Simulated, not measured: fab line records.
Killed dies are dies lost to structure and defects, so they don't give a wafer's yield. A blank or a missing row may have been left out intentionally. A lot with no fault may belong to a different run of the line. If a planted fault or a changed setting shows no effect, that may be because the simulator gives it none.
A single fault, viewed from 3 desks ; flow n5 finfet ; each desk has only its own numbers; what lay behind them comes last

== THE TOOL OWNER'S DESK: rie diel-02 ==
The tool's own readings at N5_BEOL_M12_ETCH_38 (etches SiCN in CF4/N2, target depth 68.7 nm, time 73.4 s): means of the sampled wafers that have a number, for each lot that ran on this tool. Marked OUT: a lot whose mean sits more than 4 standard deviations from the usual mean, which makes it out of limits; the brackets give that distance.
Columns: A = drypump motor current A at N5_BEOL_M12_ETCH_38, usual 5.9 A; B = n2 flow sccm at N5_BEOL_M12_ETCH_38, usual 59.97 sccm; C = oes product au at N5_BEOL_M12_ETCH_38, usual 0.83 a.u.; D = rf vpp V at N5_BEOL_M12_ETCH_38, usual 382.3 V; E = showerhead plenum p Torr at N5_BEOL_M12_ETCH_38, usual 2.21 Torr; F = throttle valve pct at N5_BEOL_M12_ETCH_38, usual 15.24 %
lot;first seen here;A;B;C;D;E;F
L602;day 11 18:43;5.7;60.04;0.85;383.2;2.24;15.57
L615;day 15 10:32;5.3;59.88;0.83;383.9;2.26;15.29
This desk's verdict: no lot among the 2 shows anything out of limits.

== THE DEFECT DESK ==
Counts from the inspections along the route, per lot, as means over the sampled wafers that have a number. Marked OUT: a lot whose mean sits more than 4 standard deviations from the usual mean, which makes it out of limits; the brackets give that distance.
Columns: A = raw defect count at N5_BEOL_M12_INSPECT_30, usual 2.1
lot;first seen here;A
L602;day 11 14:31;0.7
L606;day 12 20:45;2.0
L615;day 15 08:26;2.7
L618;day 16 04:38;2.0
L619;day 17 00:02;1.0
This desk's verdict: no lot among the 5 shows anything out of limits.

== AT THE METROLOGY DESK ==
What the gauges read, lot by lot, whatever tool the lot ran on: means of the sampled wafers that have a number. Marked OUT: a lot whose mean sits more than 4 standard deviations from the usual mean, which makes it out of limits; the brackets give that distance.
Columns: A = cd nm at N5_BEOL_M12_CD_MEAS_28, usual 160.8 nm; B = M12_OVL at N5_BEOL_M12_OVL_MEAS_29, usual -3 nm; C = trench depth nm at N5_BEOL_M12_OCD_MEAS_35, usual 319 nm; D = M12_THK at N5_BEOL_M12_THK_MEAS_50, usual 315 nm
lot;first seen here;A;B;C;D
L602;day 11 14:27;160.9;-8;318;313
L606;day 12 20:42;160.6;-6;320;314
L615;day 15 08:23;162.1;-3;323;314
L618;day 16 04:35;160.6;3;321;320
L619;day 16 23:58;158.6;-4;317;315
This desk's verdict: no lot among the 5 shows anything out of limits.

== PUT TOGETHER ==
The desk of the tool owner found nothing out of limits.
The defect desk saw nothing out of limits.
At the metrology desk, nothing out of limits was observed.

== WHAT WAS PUT IN BY THE SIMULATOR ==
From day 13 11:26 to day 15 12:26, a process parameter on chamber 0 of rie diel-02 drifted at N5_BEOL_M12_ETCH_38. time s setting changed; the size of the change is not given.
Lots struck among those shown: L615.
